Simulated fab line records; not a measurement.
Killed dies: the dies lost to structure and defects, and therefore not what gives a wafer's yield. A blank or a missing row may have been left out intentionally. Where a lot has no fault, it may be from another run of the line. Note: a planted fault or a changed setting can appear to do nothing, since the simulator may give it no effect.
Which of the tools did it? | flow nand harc | 7 lots, 20 wafers sampled, at 2 steps of a route of 1302

== WHAT THE GAUGES READ, wafer by wafer ==
NHARC_A_CHANNEL_HOLE_D2_CD_MEAS_10 targets a cd of 100 nm.
lot  | measured     | on        | cd nm (nm)
L131 | day 13 12:05 | cd sem-02 | 98.8 99.6 98.9
L136 | day 16 03:28 | cd sem-02 | 100.2 99.5 99.0
L137 | day 17 02:18 | cd sem-01 | 99.6 100.8 99.9
L141 | day 17 18:25 | cd sem-03 | 98.6 100.4 99.1
L144 | day 18 19:04 | cd sem-01 | 100.9 100.4 100.7
L146 | day 19 21:56 | cd sem-03 | 100.2 100.0 101.3
L151 | day 22 10:05 | cd sem-03 | 115.4 116.7

== WHAT TOOL EACH LOT RAN ON (gives the tool, then ch and the chambers of the sampled wafers, and finally the start) ==
lot  | NHARC_A_CHANNEL_HOLE_D2_PEB_08
L131 | litho track-01 ch 0, day 13 12:00
L136 | litho track-01 ch 0, day 16 03:23
L137 | litho track-01 ch 0, day 17 02:13
L141 | litho track-01 ch 0, day 17 18:20
L144 | litho track-04 ch 0, day 18 18:59
L146 | litho track-06 ch 0, day 19 21:51
L151 | litho track-06 ch 0, day 22 10:00
- NHARC_A_CHANNEL_HOLE_D2_PEB_08: peb time 65 s.

== THE ANSWER, worked out from the rows above alone ==
Rule: the usual values come from the lots themselves. Put in order of their means at a reading, lots are off if they are a third of the lots or fewer, leave a main group of 4 or more, and stand apart from it by a gap of 3 or more times the standard deviation of the main group's means; of several such gaps the widest counts. If all means in a main group match to the digits the tables above print for the reading, that group is not used. Also off: a lot with no number at a reading for which 4 or more lots have one. The other lots that the step has rows for count as sound.
Off, at NHARC_A_CHANNEL_HOLE_D2_CD_MEAS_10 on cd nm: L151. The main group: mean 99.9 nm, standard deviation 0.58.
A tool fits if, at a process step before that reading, it ran every lot that is off, and no sound lot after the first of them. Those tools and the gauges at NHARC_A_CHANNEL_HOLE_D2_CD_MEAS_10 are tried in the same way. Undecided on this evidence; 2 tools fit (litho track-06 at NHARC_A_CHANNEL_HOLE_D2_PEB_08, cd sem-03 at NHARC_A_CHANNEL_HOLE_D2_CD_MEAS_10).

== WHAT WAS PUT IN BY THE SIMULATOR ==
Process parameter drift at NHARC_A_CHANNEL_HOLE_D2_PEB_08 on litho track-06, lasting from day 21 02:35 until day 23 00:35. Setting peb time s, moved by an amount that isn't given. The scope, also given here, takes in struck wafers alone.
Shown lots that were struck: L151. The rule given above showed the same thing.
